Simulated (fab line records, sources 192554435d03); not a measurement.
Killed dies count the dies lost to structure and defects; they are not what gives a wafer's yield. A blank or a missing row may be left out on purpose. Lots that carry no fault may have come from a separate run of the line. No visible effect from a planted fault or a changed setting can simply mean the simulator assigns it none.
A lot that was struck, set against a sound lot -- flow n5Finfet -- 14 out of 1938 route steps
Sound: the wafers L188.3, L188.4, L188.6. Struck: wafer L202.1 (left out: L202.5, L202.6 of the same lot, which were not struck); the cause appears at the end.
At each step with rows: each side's tool, then ch and its chambers, then its first start. Under that, the readings that differ: sound wafers -- struck wafers -- difference of the means -- sigmas: that difference in standard deviations of wafers without a fault.
alike: readings with means less than 2 such deviations apart, plus words and numbers identical on both sides. not compared: withheld readings, readings lacking a value on some wafer, bounds such as >300 that could conceal the same value, and numbers that have no deviation in the record and whose values overlap.
A row with sigmas, a row that says differs or no value, or rows on one side alone: a step with any of these is where the two part. Non-overlapping numbers with no deviation appear without sigmas and do not part them. A reading that every wafer of one side lacks parts them only if that side has two wafers or more.

N5_BEOL_M14_OCD_MEAS_35:
  sound on ocd-01, day 12 07:46; struck on ocd-01, day 15 13:28
  alike: trenchDepthNm
N5_BEOL_M14_STRIP_37: strips in O2.
  sound on rieDiel-02 ch 0,3, day 12 07:49; struck on rieDiel-04 ch 1, day 15 15:24
  alike: drypumpMotorCurrentA, oesProductAu, rfVppV, showerheadPlenumPTorr, throttleValvePct
  not compared: rfHoursCounterH
N5_BEOL_M14_ETCH_38: etches SiCN in CF4/N2, target depth 106.5 nm, time 120.6 s.
  sound: rieDiel-02 ch 0,3; struck: rieDiel-04 ch 1
  alike: drypumpMotorCurrentA, oesProductAu, rfVppV, showerheadPlenumPTorr, throttleValvePct
  not compared: rfHoursCounterH
then, 2 steps without rows for these wafers: N5_BEOL_M14_PRECLEAN_39 (cleans in residue remover, time 60 s); N5_BEOL_M14_SRD_40 (time 30 s, dry time 30 s).
N5_BEOL_M14_DEGAS_41: time 60 s.
  sound on pvdSputter-02, day 12 08:44; struck on pvdSputter-01, day 15 16:02
  alike: heaterPowerW
then, 3 steps without rows for these wafers: N5_BEOL_M14_PRE_CLEAN_42 (time 30 s); N5_BEOL_M14_SPUTTER_43 (material TaN, target thk 15 nm, time 24.19 s); N5_BEOL_M14_SPUTTER_44 (material Ta, target thk 15 nm, time 24.19 s).
N5_BEOL_M14_SPUTTER_45: material Cu, target thk 100 nm, time 16.67 s.
  sound on pvdSputter-02, day 12 08:58; struck on pvdSputter-01, day 15 16:16
reading,sound,struck,difference,sigmas
throttleValvePct (%),29.9 28.2 29.3,31.6,+2.5,+2
  alike: substrateTempC
then, 1 step without rows for these wafers: N5_BEOL_M14_ECD_47 (material Cu, target thk 1248 nm).
N5_BEOL_M14_ANNEAL_48: time 90 s.
  sound on rtpAnneal-02 ch 0, day 12 09:22; struck on rtpAnneal-02 ch 0, day 15 16:41
  alike: wafer_temp_C_max
N5_BEOL_M14_CMP_49: polishes, stops on SiO2, t overpolish 5.2 s, target thk 560 nm.
  sound on cmp-01 ch 0,2,3, day 12 09:37; struck on cmp-01 ch 1, day 15 17:05
reading,sound,struck,difference,sigmas
barrierFieldEndpointS (s),11.54 11.54 11.65,6.56,-5.02,-17
timeToEndpointS (s),119 120 123,73,-48,-11
  alike: motorCurrentA, overpolishRunS
N5_PASSIVATION_PROBE_49:
  sound on prober-02, day 13 14:02; struck on prober-02, day 16 16:11
reading,sound,struck,difference,sigmas
killed_at_M4_up,20 18 22,8,-12,-2
killedAtContacts,12 13 30,4,-14,-2
  alike: defectLimitedYield, killed_at_M0_to_M3, killedAtFrontEnd, killedAtOther, killedDies, killedOpen, killedShort, sort_bin_4_leakage, sort_bin_5_function, sort_bin_6_memory, sortNPass, sortYieldPct

WHERE THEY PART
Last at N5_PASSIVATION_PROBE_49 as far as this record goes, first at N5_BEOL_M14_SPUTTER_45.

WHY: what the simulator had put in
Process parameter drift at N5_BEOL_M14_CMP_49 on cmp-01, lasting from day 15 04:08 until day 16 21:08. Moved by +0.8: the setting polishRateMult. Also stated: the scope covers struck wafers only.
